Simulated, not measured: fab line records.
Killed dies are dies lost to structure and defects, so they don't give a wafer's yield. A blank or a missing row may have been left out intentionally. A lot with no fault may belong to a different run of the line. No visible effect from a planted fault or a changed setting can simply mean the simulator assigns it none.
Problem report in the 8D (eight disciplines) form, filled by code | flow n5_finfet | the parts of the form that need people (team, actions taken, sign-off) are left out

1. WHAT IS WRONG
Wafers without a fault read 595.9 W, standard deviation 2.3; rf_fwd_power_W at N5_GATE_CUT_ETCH_56 reads a mean of 740.5 W on 3 wafers belonging to 2 lots. Measured from the usual mean, that is +63 standard deviations.
The step: etches TiN in Cl2/Ar, target depth 21.6 nm.
The first sign was on wafer L703.5 at day 7 03:10, on rie_metal-02. Wafers with a number at this step in the record: 18, from 6 lots. The rule behind "out" and "out of limits": a value lying over 4 standard deviations away from the usual mean. The other wafers with a number count as sound.

2. WHAT IT IS, AND WHAT IT ISN'T
question                    | is                     | is not
which readings at this step | rf_fwd_power_W         | drypump_motor_current_A, oes_product_au, throttle_valve_pct
which lots                  | L703, L706             | L693, L702, L713, L714
which wafers of those lots  | L703.5, L706.3, L706.5 | L703.1, L703.6, L706.6
read on which tools         | rie_metal-02           | rie_metal-03
when                        | from day 7 03:10       | up to then (8 sound wafers); but 7 sound wafers of L706, L713, L714 came after

3. THE SUSPECTS, EACH WITH WHAT RULES IT OUT
Counting: if a tool at a process step up to the reading ran every lot that is out, it stays a suspect. Sound lots after the first of them don't rule it out here, since some wafers of a struck lot are sound.
- rie_metal-02 at N5_HKMG_FIN_ETCHBACK_68 (etches the open film in Cl2/Ar, stops on HfO2, target depth 0.5 nm): kept. It ran every lot that is out, first L703 (day 7 01:15).
- cvd_w-02 at N5_HKMG_FIN_ALD_72 (deposits W, target thk 2 nm, pulse time 1 s, purge time 2 s): kept. It ran every lot that is out, first L703 (day 7 02:08); its last sound lot up to then is L693 (day 4 19:49).
- rie_metal-02 at N5_GATE_CUT_ETCHBACK_00 (etches W in SF6/Cl2): kept. It ran every lot that is out, first L703 (day 7 03:03); its last sound lot up to then is L702 (day 6 19:49).
- rie_metal-02 at N5_GATE_CUT_ETCH_56 (etches TiN in Cl2/Ar, target depth 21.6 nm): kept. It ran every lot that is out, first L703 (day 7 03:10); its last sound lot up to then is L702 (day 6 19:56). On those wafers its own readings are out: rf_fwd_power_W.
- At N5_GATE_CUT_ETCHBACK_00 on rie_metal-02, chamber 0 took the sound wafers of the same lots and chamber 1 took the wafers that are out.
- At N5_GATE_CUT_ETCH_56 on rie_metal-02, chamber 0 took the sound wafers of the same lots and chamber 1 took the wafers that are out.
Left after counting: rie_metal-02 at N5_HKMG_FIN_ETCHBACK_68, cvd_w-02 at N5_HKMG_FIN_ALD_72, rie_metal-02 at N5_GATE_CUT_ETCHBACK_00, rie_metal-02 at N5_GATE_CUT_ETCH_56.

4. THE CAUSE (what the simulator had put in)
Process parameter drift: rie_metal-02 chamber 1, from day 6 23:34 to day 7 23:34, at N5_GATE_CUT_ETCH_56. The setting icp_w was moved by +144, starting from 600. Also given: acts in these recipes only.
4 suspects survive the count, and this tool is in that group.

5. THE CHAIN OF EFFECTS, in route order
One row per reading whose mean, taken over the struck wafers that have a number, lies over 3 standard deviations from the usual. Only readings whose record carries a usual standard deviation are examined. hours: median over the lots of the time between each lot's start at the first step of this table that gives one and its start at this step. sigmas: the change, counted in usual standard deviations.
hours | step                | reading        | usual   | on struck wafers | change | sigmas
0     | N5_GATE_CUT_ETCH_56 | rf_fwd_power_W | 595.9 W | 740.5            | +144.6 | +63
It contains these process steps:
- N5_GATE_CUT_ETCH_56: etches TiN in Cl2/Ar, target depth 21.6 nm.
At these later measuring or inspecting steps, every struck wafer for which the step has a row has a number for every such reading, and none has moved that far: N5_BEOL_M4_RC_MEAS_101.

6. WHAT WOULD HAVE CAUGHT IT SOONER
The fault began at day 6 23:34; the first out-of-limits reading in this record came at day 7 03:10, 4 hours later.
